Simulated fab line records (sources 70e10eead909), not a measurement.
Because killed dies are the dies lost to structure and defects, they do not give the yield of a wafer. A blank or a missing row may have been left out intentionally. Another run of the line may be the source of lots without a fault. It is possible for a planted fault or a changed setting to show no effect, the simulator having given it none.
Chamber matching    flow nandHarc    NHARC_A_CONTACT_STRIP_26 on rieDiel-11 has 4 sister chambers
The step strips in O2. 4 wafers are shown with their chamber, then 7 later ones without.

WAFERS, EACH WITH ITS CHAMBER
wafer   chamber  showerheadPlenumPTorr (Torr)
L732.3  2        3.69
L732.5  1        3.63
L734.2  3        3.44
L734.3  0        3.26

WAFERS WHOSE CHAMBER IS MISSING
wafer   showerheadPlenumPTorr (Torr)
L734.5  3.26
L738.2  3.44
L738.4  3.63
L738.5  3.43
L740.3  3.26
L740.5  3.69
L740.6  3.62

WHICH CHAMBER EACH ONE RAN IN
wafer   from the rows above  in truth
L734.5  0                    0
L738.2  3                    3
L738.4  1                    1
L738.5  3                    3
L740.3  0                    0
L740.5  2                    2
L740.6  1                    1
Placed correctly: 7 of 7. From these rows, 0 cannot be placed. Number placed wrongly: 0.
How it was worked out, from the rows above alone: a wafer's distance from a chamber is the root of the sum, over the readings, of the square of ((its reading less the chamber's mean) divided by the reading's scatter). If the next closest chamber is less than 2 further off than the closest, the wafer can't be placed; otherwise it belongs to the closest. For every chamber, the mean is computed from those of its wafers that are shown. The scatter: root of mean squared gap, hidden wafer to nearest shown wafer, with one shown wafer a chamber.
